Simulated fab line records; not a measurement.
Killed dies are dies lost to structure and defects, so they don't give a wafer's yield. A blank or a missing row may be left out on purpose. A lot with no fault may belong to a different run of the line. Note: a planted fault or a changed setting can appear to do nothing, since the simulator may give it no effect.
Chamber matching | flow nand_harc | NHARC_A_STAIRCASE_DESCUM_168 on rie_diel-13 has 4 sister chambers
The step chemistry O2, time 3 s. 4 wafers are shown with their chamber, then 11 later ones without.

## WAFERS, EACH WITH ITS CHAMBER
wafer  | chamber | showerhead_plenum_p_Torr (Torr)
L087.4 | 3       | 1.90
L089.1 | 0       | 1.96
L091.5 | 2       | 1.82
L088.3 | 1       | 2.05

## WAFERS WHOSE CHAMBER IS MISSING
wafer  | showerhead_plenum_p_Torr (Torr)
L088.4 | 1.89
L088.6 | 1.96
L090.1 | 1.90
L090.2 | 1.82
L090.3 | 1.96
L093.2 | 1.95
L093.4 | 1.89
L093.6 | 2.05
L096.1 | 1.89
L096.3 | 1.95
L096.5 | 1.89

## EACH ONE'S CHAMBER
wafer  | from the rows above | in truth
L088.4 | 3                   | 3
L088.6 | 0                   | 0
L090.1 | 3                   | 3
L090.2 | 2                   | 2
L090.3 | 0                   | 0
L093.2 | 0                   | 0
L093.4 | 3                   | 3
L093.6 | 1                   | 1
L096.1 | 3                   | 3
L096.3 | 0                   | 0
L096.5 | 3                   | 3
Correctly placed: 11 of 11. Left unplaced by these rows: 0. Placed wrongly: 0.
How it was worked out, from the rows above alone: a wafer's distance from a chamber is the root of the sum, over the readings, of the square of ((its reading less the chamber's mean) divided by the reading's scatter). If the next closest chamber is less than 2 further off than the closest, the wafer can't be placed; otherwise it belongs to the closest. A chamber's mean is the mean of its shown wafers. The scatter: root of mean squared gap, hidden wafer to nearest shown wafer, with one shown wafer a chamber.
